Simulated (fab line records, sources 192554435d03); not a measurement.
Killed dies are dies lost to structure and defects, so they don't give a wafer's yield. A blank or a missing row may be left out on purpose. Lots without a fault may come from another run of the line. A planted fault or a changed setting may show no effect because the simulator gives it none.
fab line records | flow n5_finfet | part 1 of 2: steps 1 to 19 of 24
record lots=5 wafers=15 last_day=19
route steps=1938 shown GATE_CUT@477
lots that met no fault: from a run of the same line without faults
start_h: hours from the record's first day to the start of the lot's first wafer shown | wait_h: hours since the lot's step before | " the same as in the row above | L1.1+2: a row that stands for several wafers | - no value, or no start given | * or withheld: withheld | < > ~ a bound
route shown NAME@n: a module of which the file shows steps, and the number in the route of the first | usual: mean/standard deviation of fault-free wafers | same: alike in all rows | chamber/n: place in a boat | sites: the reading at each site | _std_site: their standard deviation | _edge_site: outer sites' mean less inner sites' | radius_mm: how far each site lies from the wafer's centre | mask NAME#n: copy n | behind: the tool/chamber that last shaped the wafer | hold: why the lot was held/for how many hours/how that ended | device: the transistor (n, p or np) that didn't switch | end of line: the same wafers' tests at the end of the route | a step without rows: its recipe alone | killed: dies lost to structure and defects at the first sort, not the wafer's yield | map: a wafer's dies, x killed, . not, _ none there
set.NAME: the setting as run; set.NAME@STEP: as run at that earlier step | model.NAME: the simulator's own value behind a step, which no gauge read
lots at some steps of the route; a table a step, a row a wafer
services: from which hour (start_h, from the record's first day; less than 0 if before it) a tool's chamber was out of use, for how many hours, and why
## steps
# step N5_GATE_CUT_HM_DEP_46
# recipe material=SiO2 target_thk_a=1300 temp_c=400 precursor=TEOS/O2 pressure_torr=6.5 rf_w=900 teos_flow_sccm=161.4 gas=O2 flow_sccm=2650 time_s=26.6
# usual heater_power_w=551/110 showerhead_plenum_p_Torr=8.36/0.03 throttle_valve_pct=18.7/0.92
# columns lot.wafer tool chamber start_h wait_h heater_power_w showerhead_plenum_p_Torr since_wet_clean_h throttle_valve_pct
L077.2 pecvd-03 2 102.06 0.0 555 8.39 2075 18.8
L077.3 " 1 " " 601 8.36 1350 18.0
L077.4 " 2 " " 561 8.40 - 19.0
L079.1 pecvd-04 2 114.52 0.0 621 8.35 427 18.1
L079.2 " 0 " " 713 8.29 1181 20.6
L079.5 " 1 " " 580 8.37 - 19.5
L080.1 pecvd-03 0 118.62 0.0 437 8.38 641 18.1
L080.2 " 1 " " 659 8.37 1366 18.0
L080.6 " 0 " " 432 8.34 - 18.2
L083.1 pecvd-03 2 135.18 0.0 578 8.42 2108 19.0
L083.2 " 0 " " 388 8.37 658 18.0
L083.4 " 2 " " 576 8.38 - 18.8
L097.4 pecvd-04 0 234.18 0.1 628 8.27 - 21.2
L097.5 " 1 " " 590 8.41 - 19.6
L097.6 " 2 " " 649 8.36 - 18.2
# step N5_GATE_CUT_COAT_34
# recipe resist=SOC temp_c=250 time_s=60 spin_rpm=1500 resist_thk_nm=60
# usual exhaust_pa=44.9/0.96
# columns lot.wafer tool chamber start_h wait_h exhaust_pa
L077.2 litho_track-03 0 102.13 0.0 43.7
L077.3 " 0 " " 45.8
L077.4 " 0 " " 45.0
L079.1 litho_track-01 0 114.59 0.0 44.8
L079.2 " 0 " " 45.3
L079.5 " 0 " " 45.1
L080.1 litho_track-03 0 118.69 0.0 44.4
L080.2 " 0 " " 44.0
L080.6 " 0 " " 44.8
L083.1 litho_track-02 0 135.25 0.0 46.1
L083.2 " 0 " " 46.2
L083.4 " 0 " " 45.8
L097.4 litho_track-02 0 234.22 0.0 43.8
L097.5 " 0 " " 43.6
L097.6 " 0 " " 44.0
# step N5_GATE_CUT_COAT_35
# recipe resist=SiARC temp_c=220 time_s=60 spin_rpm=1500 resist_thk_nm=10
# usual exhaust_pa=45.0/0.8
# columns lot.wafer tool chamber start_h wait_h exhaust_pa
L077.2 litho_track-03 0 - - 44.9
L077.3 " 0 " " 46.8
L077.4 " 0 " " 44.7
L079.1 litho_track-01 0 - - 44.5
L079.2 " 0 " " 44.5
L079.5 " 0 " " 44.1
L080.1 litho_track-03 0 - - 44.6
L080.2 " 0 " " 43.7
L080.6 " 0 " " 44.8
L083.1 litho_track-02 0 - - 45.1
L083.2 " 0 " " 45.1
L083.4 " 0 " " 45.7
L097.4 litho_track-02 0 - - 45.4
L097.5 " 0 " " 44.3
L097.6 " 0 " " 43.5
# step N5_GATE_CUT_COAT_27
# recipe resist=underlayer temp_c=205 time_s=60 spin_rpm=1500 resist_thk_nm=10
# usual exhaust_pa=44.8/1
# columns lot.wafer tool chamber start_h wait_h exhaust_pa
L077.2 litho_track-03 0 - - 43.7
L077.3 " 0 " " 43.7
L077.4 " 0 " " 44.5
L079.1 litho_track-01 0 - - 46.5
L079.2 " 0 " " 45.9
L079.5 " 0 " " 45.2
L080.1 litho_track-03 0 - - 46.5
L080.2 " 0 " " 46.1
L080.6 " 0 " " 47.1
L083.1 litho_track-02 0 - - 44.4
L083.2 " 0 " " 46.0
L083.4 " 0 " " 45.7
L097.4 litho_track-02 0 - - 44.7
L097.5 " 0 " " 42.9
L097.6 " 0 " " 43.4
# step N5_GATE_CUT_COAT_07
# recipe resist=CAR-EUV spin_rpm=1500 resist_thk_nm=30
# usual exhaust_pa=45.1/0.89
# columns lot.wafer tool chamber start_h wait_h exhaust_pa
L077.2 litho_track-03 0 - - 45.4
L077.3 " 0 " " 44.0
L077.4 " 0 " " 45.0
L079.1 litho_track-01 0 - - 44.4
L079.2 " 0 " " 46.3
L079.5 " 0 " " 45.0
L080.1 litho_track-03 0 - - 43.7
L080.2 " 0 " " 42.9
L080.6 " 0 " " 44.9
L083.1 litho_track-02 0 - - 43.9
L083.2 " 0 " " 42.9
L083.4 " 0 " " 43.2
L097.4 litho_track-02 0 - - 45.3
L097.5 " 0 " " 44.9
L097.6 " 0 " " 44.8
# step N5_GATE_CUT_EBR_09
# recipe solvent=PGMEA ebr_width_mm=1.5
# usual exhaust_pa=45.0/0.98
# same ebr_width_mm=1.5
# columns lot.wafer tool chamber start_h wait_h exhaust_pa
L077.2 litho_track-03 0 - - 45.6
L077.3 " 0 " " 43.9
L077.4 " 0 " " 44.4
L079.1 litho_track-01 0 - - 45.4
L079.2 " 0 " " 45.3
L079.5 " 0 " " 45.2
L080.1 litho_track-03 0 - - 43.5
L080.2 " 0 " " 44.0
L080.6 " 0 " " 44.7
L083.1 litho_track-02 0 - - 43.8
L083.2 " 0 " " 44.7
L083.4 " 0 " " 44.6
L097.4 litho_track-02 0 - - 45.5
L097.5 " 0 " " 45.6
L097.6 " 0 " " 46.0
# step N5_GATE_CUT_SOFTBAKE_08
# recipe temp_c=110 time_s=60 resist=CAR-EUV
# usual exhaust_pa=44.9/0.8
# columns lot.wafer tool chamber start_h wait_h exhaust_pa
L077.2 litho_track-03 0 - - 44.9
L077.3 " 0 " " 44.8
L077.4 " 0 " " 45.2
L079.1 litho_track-01 0 - - 45.8
L079.2 " 0 " " 45.2
L079.5 " 0 " " 44.7
L080.1 litho_track-03 0 - - 44.9
L080.2 " 0 " " 45.5
L080.6 " 0 " " 43.9
L083.1 litho_track-02 0 - - 45.1
L083.2 " 0 " " 45.3
L083.4 " 0 " " 45.4
L097.4 litho_track-02 0 - - 44.8
L097.5 " 0 " " 44.5
L097.6 " 0 " " 44.5
# step N5_GATE_CUT_EXPOSE_10
# recipe mask_id=GATE_CUT na=0.33 source_shape=annular sigma_inner=0.35 sigma_outer=0.8 polarization=unpolarized target_cd_nm=20 dose_mj=43.25
# usual focus_offset_nm=-0.2/0.49
# columns lot.wafer tool chamber start_h wait_h mask focus_offset_nm
L077.2 euv_scanner-01 0 102.27 - GATE_CUT#0 0.6
L077.3 " 0 " " GATE_CUT#0 1.0
L077.4 " 0 " " GATE_CUT#0 0.5
L079.1 euv_scanner-01 0 114.85 - GATE_CUT#0 -0.1
L079.2 " 0 " " GATE_CUT#0 0.5
L079.5 " 0 " " GATE_CUT#0 0.3
L080.1 euv_scanner-02 0 118.95 - GATE_CUT#0 0.1
L080.2 " 0 " " GATE_CUT#0 0.3
L080.6 " 0 " " GATE_CUT#0 0.0
L083.1 euv_scanner-01 0 135.39 - GATE_CUT#0 -0.1
L083.2 " 0 " " GATE_CUT#0 -0.6
L083.4 " 0 " " GATE_CUT#0 -0.4
L097.4 euv_scanner-02 0 234.51 - GATE_CUT#0 0.2
L097.5 " 0 " " GATE_CUT#0 0.6
L097.6 " 0 " " GATE_CUT#0 0.3
# step N5_GATE_CUT_PEB_11
# recipe peb_temp_c=100 peb_time_s=60 resist=CAR-EUV
# usual exhaust_pa=45.1/0.78
# columns lot.wafer tool chamber start_h wait_h exhaust_pa
L077.2 litho_track-01 0 102.33 0.1 44.7
L077.3 " 0 " " 45.3
L077.4 " 0 " " 45.2
L079.1 litho_track-02 0 114.91 0.1 44.3
L079.2 " 0 " " 44.4
L079.5 " 0 " " 44.2
L080.1 litho_track-02 0 119.02 0.1 45.5
L080.2 " 0 " " 45.5
L080.6 " 0 " " 44.7
L083.1 litho_track-03 0 135.45 0.1 45.6
L083.2 " 0 " " 45.3
L083.4 " 0 " " 45.3
L097.4 litho_track-03 0 234.55 0.0 44.9
L097.5 " 0 " " 44.9
L097.6 " 0 " " 44.5
# step N5_GATE_CUT_DEVELOP_12
# recipe develop_time_s=30 developer=TMAH resist=CAR-EUV rinse_liquid=surfactant_rinse dry=air_spin dev_temp_c=23
# usual exhaust_pa=45.0/0.95
# columns lot.wafer tool chamber start_h wait_h exhaust_pa
L077.2 litho_track-01 0 - - 42.5
L077.3 " 0 " " 43.7
L077.4 " 0 " " 42.7
L079.1 litho_track-02 0 - - 45.2
L079.2 " 0 " " 44.7
L079.5 " 0 " " 46.0
L080.1 litho_track-02 0 - - 45.0
L080.2 " 0 " " 44.8
L080.6 " 0 " " 45.2
L083.1 litho_track-03 0 - - 43.8
L083.2 " 0 " " 45.1
L083.4 " 0 " " 44.2
L097.4 litho_track-03 0 - - 45.3
L097.5 " 0 " " 45.9
L097.6 " 0 " " 46.0
# step N5_GATE_CUT_CD_MEAS_13
# recipe target_cd_nm=20 landing_energy_ev=500 detector=se_inlens
# usual cd_nm=19.83/0.24
# columns lot.wafer tool chamber start_h wait_h cd_nm
L077.2 cd_sem-01 0 102.40 - 20.26
L077.3 " 0 " " 19.92
L077.4 " 0 " " 19.91
L079.1 cd_sem-02 0 114.98 - 19.75
L079.2 " 0 " " 20.16
L079.5 " 0 " " 19.68
L080.1 cd_sem-02 0 119.08 - 20.27
L080.2 " 0 " " 20.15
L080.6 " 0 " " 20.07
L083.1 cd_sem-02 0 135.52 - 19.60
L083.2 " 0 " " 19.74
L083.4 " 0 " " 19.46
L097.4 cd_sem-01 0 234.62 - 19.99
L097.5 " 0 " " 20.07
L097.6 " 0 " " 19.48
# step N5_GATE_CUT_OVL_MEAS_14
# recipe points_per_wafer=522
# usual GATE_CUT_OVL=-0.6/0.63
# columns lot.wafer tool chamber start_h wait_h GATE_CUT_OVL[nm]
L077.2 overlay-02 0 102.43 0.0 0.1
L077.3 " 0 " " 0.4
L077.4 " 0 " " 0.0
L079.1 overlay-02 0 115.01 0.0 -1.0
L079.2 " 0 " " -1.4
L079.5 " 0 " " -1.3
L080.1 overlay-01 0 119.11 0.0 -0.6
L080.2 " 0 " " -0.8
L080.6 " 0 " " -0.5
L083.1 overlay-01 0 135.55 0.0 -0.7
L083.2 " 0 " " 0.2
L083.4 " 0 " " 0.2
L097.4 overlay-01 0 234.67 0.0 -0.2
L097.5 " 0 " " -0.5
L097.6 " 0 " " -0.1
# step N5_GATE_CUT_INSPECT_15
# recipe mode=adi inspect_instrument=brightfield
# usual raw_defect_count=128/40
# columns lot.wafer tool chamber start_h wait_h raw_defect_count
L077.2 defect_inspect-01 - 102.49 0.0 83
L077.3 " - " " 105
L077.4 " - " " 109
L079.1 defect_inspect-01 - 115.07 0.1 123
L079.2 " - " " 108
L079.5 " - " " 162
L080.1 defect_inspect-01 - 119.17 0.1 123
L080.2 " - " " 100
L080.6 " - " " 174
L083.1 defect_inspect-01 - 135.61 0.1 100
L083.2 " - " " 126
L083.4 " - " " 152
L097.4 defect_inspect-01 - 234.71 0.0 77
L097.5 " - " " 89
L097.6 " - " " 114
# step N5_GATE_CUT_DESCUM_18
# recipe chemistry=O2 time_s=7 source_power_w=50 bias_power_w=20 pressure_mtorr=20 rf_frequency_hz=2.712e+07 temp_c=40 resist=CAR-EUV o2_flow_sccm=225
# usual drypump_motor_current_A=5.8/0.49 oes_product_au=0.81/0.091 rf_vpp_V=243.2/1.3 showerhead_plenum_p_Torr=2.10/0.066 temp_c=40.00/0.11 throttle_valve_pct=20.30/0.27
# columns lot.wafer tool chamber start_h wait_h drypump_motor_current_A oes_product_au rf_hours_counter_h rf_vpp_V showerhead_plenum_p_Torr temp_c throttle_valve_pct
L077.2 rie_diel-02 1 102.52 0.0 5.2 0.72 191 241.8 1.99 39.89 20.74
L077.3 " 0 " " 5.6 0.68 249 242.5 2.05 39.95 20.49
L077.4 " 3 " " 6.2 0.70 194 240.6 2.00 39.93 20.53
L079.1 rie_diel-03 0 115.10 0.0 4.9 0.80 116 242.9 2.11 40.03 20.13
L079.2 " 1 " " 6.0 0.74 151 243.5 2.17 39.94 20.78
L079.5 " 0 " " 4.9 0.81 - 242.8 2.11 40.07 20.10
L080.1 rie_diel-01 1 119.21 0.0 5.8 0.94 12 245.6 2.24 39.91 19.92
L080.2 " 3 " " 5.4 0.69 236 241.9 2.08 40.16 20.48
L080.6 " 3 " " 5.4 0.69 - 242.1 2.08 40.04 20.50
L083.1 rie_diel-03 0 135.74 0.1 4.9 0.80 122 241.8 2.10 39.82 20.14
L083.2 " 3 " " 6.6 0.97 5 244.5 2.14 39.90 20.14
L083.4 " 1 " " 6.1 0.74 158 243.9 2.16 40.01 20.78
L097.4 rie_diel-03 3 235.07 0.4 6.6 0.88 39 243.0 2.13 39.89 20.20
L097.5 " 3 " " 6.6 0.88 - 243.4 2.13 39.89 20.20
L097.6 " 0 " " 4.9 0.77 - 244.1 2.09 39.96 20.17
# step N5_GATE_CUT_ETCH_28
# recipe chemistry=N2/H2 target=underlayer target_depth_a=130 mask_material=CAR-EUV time_s=10.4 ion_energy_ev=200 pressure_mtorr=30 source_w=840 bias_w=150 n2_flow_sccm=200 h2_flow_sccm=200 ends=cleared
# usual drypump_motor_current_A=5.8/0.5 etch_rf_on_time_s=10.32/0.21 n2_flow_sccm=200.0/0.62 oes_product_au=0.69/0.079 rf_vpp_V=524.2/2.3 showerhead_plenum_p_Torr=2.56/0.082 throttle_valve_pct=17.74/0.29
# columns lot.wafer tool chamber start_h wait_h drypump_motor_current_A etch_rf_on_time_s n2_flow_sccm oes_product_au rf_hours_counter_h rf_vpp_V showerhead_plenum_p_Torr throttle_valve_pct
L077.2 rie_diel-02 1 102.55 0.0 5.2 10.52 201.0 0.61 191 521.8 2.42 18.15
L077.3 " 0 " " 5.6 10.40 199.6 0.59 249 522.4 2.49 17.93
L077.4 " 3 " " 6.2 10.52 200.0 0.60 194 520.9 2.43 18.07
L079.1 rie_diel-03 0 115.14 0.0 4.9 10.34 200.8 0.68 116 523.5 2.55 17.52
L079.2 " 1 " " 6.0 10.46 199.0 0.64 151 527.1 2.65 18.26
L079.5 " 0 " " 4.9 10.38 201.4 0.69 - 524.5 2.55 17.53
L080.1 rie_diel-01 1 119.24 0.0 5.8 9.80 200.7 0.83 12 528.7 2.71 17.32
L080.2 " 3 " " 5.4 10.07 199.7 0.60 236 523.3 2.49 17.68
L080.6 " 3 " " 5.4 9.94 199.2 0.60 - 523.3 2.49 17.68
L083.1 rie_diel-03 0 135.77 0.0 4.9 10.40 199.8 0.67 122 523.4 2.55 17.55
L083.2 " 3 " " 6.6 9.90 199.7 0.83 5 526.3 2.60 17.49
L083.4 " 1 " " 6.0 10.42 200.8 0.63 158 525.3 2.64 18.26
L097.4 rie_diel-03 3 235.11 0.0 6.7 9.95 201.0 0.76 39 525.3 2.59 17.55
L097.5 " 3 " " 6.6 9.97 199.0 0.76 - 525.9 2.59 17.56
L097.6 " 0 " " 4.9 10.39 199.5 0.66 - 523.5 2.53 17.61
# step N5_GATE_CUT_ETCH_36
# recipe chemistry=CF4 target=SiARC target_depth_a=130 mask_material=CAR-EUV time_s=21.7 ion_energy_ev=80 pressure_mtorr=40 source_w=545 bias_w=36 Ar_flow_sccm=100 cf4_flow_sccm=100 ends=cleared
# usual drypump_motor_current_A=5.8/0.49 etch_rf_on_time_s=21.5/0.44 oes_product_au=0.69/0.079 rf_vpp_V=184.2/1.2 showerhead_plenum_p_Torr=2.15/0.061 throttle_valve_pct=15.50/0.29
# columns lot.wafer tool chamber start_h wait_h drypump_motor_current_A etch_rf_on_time_s oes_product_au rf_hours_counter_h rf_vpp_V showerhead_plenum_p_Torr throttle_valve_pct
L077.2 rie_diel-02 1 102.57 0.0 5.2 21.8 0.62 191 184.4 2.05 15.92
L077.3 " 0 " " 5.6 21.6 0.59 249 183.1 2.10 15.76
L077.4 " 3 " " 6.2 21.9 0.60 194 184.6 2.05 15.71
L079.1 rie_diel-03 0 115.16 0.0 4.9 21.5 0.69 116 183.3 2.16 15.31
L079.2 " 1 " " 6.1 21.6 0.64 151 184.2 2.23 16.02
L079.5 " 0 " " 4.9 21.5 0.68 - 184.1 2.16 15.32
L080.1 rie_diel-01 1 119.26 0.0 5.8 20.8 0.82 12 186.3 2.27 15.02
L080.2 " 3 " " 5.4 21.1 0.60 236 184.2 2.12 15.66
L080.6 " 3 " " 5.4 21.1 0.60 - 182.4 2.12 15.66
L083.1 rie_diel-03 0 135.79 0.0 4.9 21.4 0.68 122 184.9 2.15 15.34
L083.2 " 3 " " 6.7 20.5 0.84 5 184.5 2.19 15.26
L083.4 " 1 " " 6.1 21.6 0.64 158 185.3 2.22 16.02
L097.4 rie_diel-03 3 235.13 0.0 6.6 21.1 0.75 39 184.4 2.18 15.31
L097.5 " 3 " " 6.6 20.9 0.76 - 184.9 2.18 15.33
L097.6 " 0 " " 4.9 21.8 0.65 - 184.4 2.14 15.38
# step N5_GATE_CUT_ETCH_37
# recipe chemistry=N2/H2 target=SOC target_depth_a=600 overetch_a=120 mask_material=SiARC temp_c=40 time_s=90 ion_energy_ev=200 pressure_mtorr=30 source_w=840 bias_w=150 n2_flow_sccm=200 h2_flow_sccm=200
# usual drypump_motor_current_A=5.8/0.49 n2_flow_sccm=200.2/0.6 oes_product_au=0.72/0.077 rf_vpp_V=524.3/2.3 showerhead_plenum_p_Torr=2.56/0.082 temp_c=39.99/0.12 throttle_valve_pct=17.72/0.29
# columns lot.wafer tool chamber start_h wait_h drypump_motor_current_A n2_flow_sccm oes_product_au rf_hours_counter_h rf_vpp_V showerhead_plenum_p_Torr temp_c throttle_valve_pct
L077.2 rie_diel-02 1 102.60 0.0 5.2 200.2 0.65 191 521.0 2.42 39.92 18.11
L077.3 " 0 " " 5.6 201.4 0.61 249 523.8 2.49 39.96 17.91
L077.4 " 3 " " 6.2 200.5 0.64 194 521.7 2.43 40.09 18.03
L079.1 rie_diel-03 0 115.18 0.0 4.9 199.8 0.71 116 524.5 2.55 39.93 17.51
L079.2 " 1 " " 6.0 200.7 0.67 151 527.2 2.65 40.06 18.21
L079.5 " 0 " " 4.9 200.7 0.71 - 524.2 2.55 39.99 17.53
L080.1 rie_diel-01 1 119.29 0.0 5.8 199.3 0.84 12 529.9 2.71 39.78 17.29
L080.2 " 3 " " 5.4 199.3 0.62 236 522.6 2.49 40.20 17.65
L080.6 " 3 " " 5.4 199.7 0.62 - 524.2 2.49 40.07 17.65
L083.1 rie_diel-03 0 135.82 0.0 4.9 200.3 0.71 122 524.5 2.55 40.06 17.52
L083.2 " 3 " " 6.6 200.2 0.84 5 524.8 2.60 40.21 17.46
L083.4 " 1 " " 6.1 199.2 0.67 158 526.4 2.64 39.90 18.24
L097.4 rie_diel-03 3 235.15 0.0 6.6 200.3 0.78 39 524.7 2.59 40.04 17.55
L097.5 " 3 " " 6.6 199.3 0.77 - 525.3 2.59 40.26 17.52
L097.6 " 0 " " 4.9 200.1 0.69 - 524.2 2.53 39.98 17.57
# step N5_GATE_CUT_STRIP_38
# recipe chemistry=N2/H2 temp_c=40 n2_flow_sccm=200 h2_flow_sccm=200 rf_frequency_hz=6e+07
# columns lot.wafer tool chamber start_h wait_h
L077.2+3+4 rie_diel-02 1,0,3 102.66 0.0
L079.1+2+5 rie_diel-03 0,1,0 115.25 0.0
L080.1+2+6 rie_diel-01 1,3,3 119.35 0.0
L083.1+2+4 rie_diel-03 0,3,1 135.88 0.0
L097.4+5+6 rie_diel-03 3,3,0 235.21 0.0
# step N5_GATE_CUT_STRIP_39
# recipe chemistry=N2/H2 temp_c=40 n2_flow_sccm=200 h2_flow_sccm=200 rf_frequency_hz=6e+07
# columns lot.wafer tool chamber start_h wait_h
L077.2+3+4 rie_diel-02 1,0,3 102.67 0.0
L079.1+2+5 rie_diel-03 0,1,0 115.26 0.0
L080.1+2+6 rie_diel-01 1,3,3 119.36 0.0
L083.1+2+4 rie_diel-03 0,3,1 135.89 0.0
L097.4+5+6 rie_diel-03 3,3,0 235.22 0.0
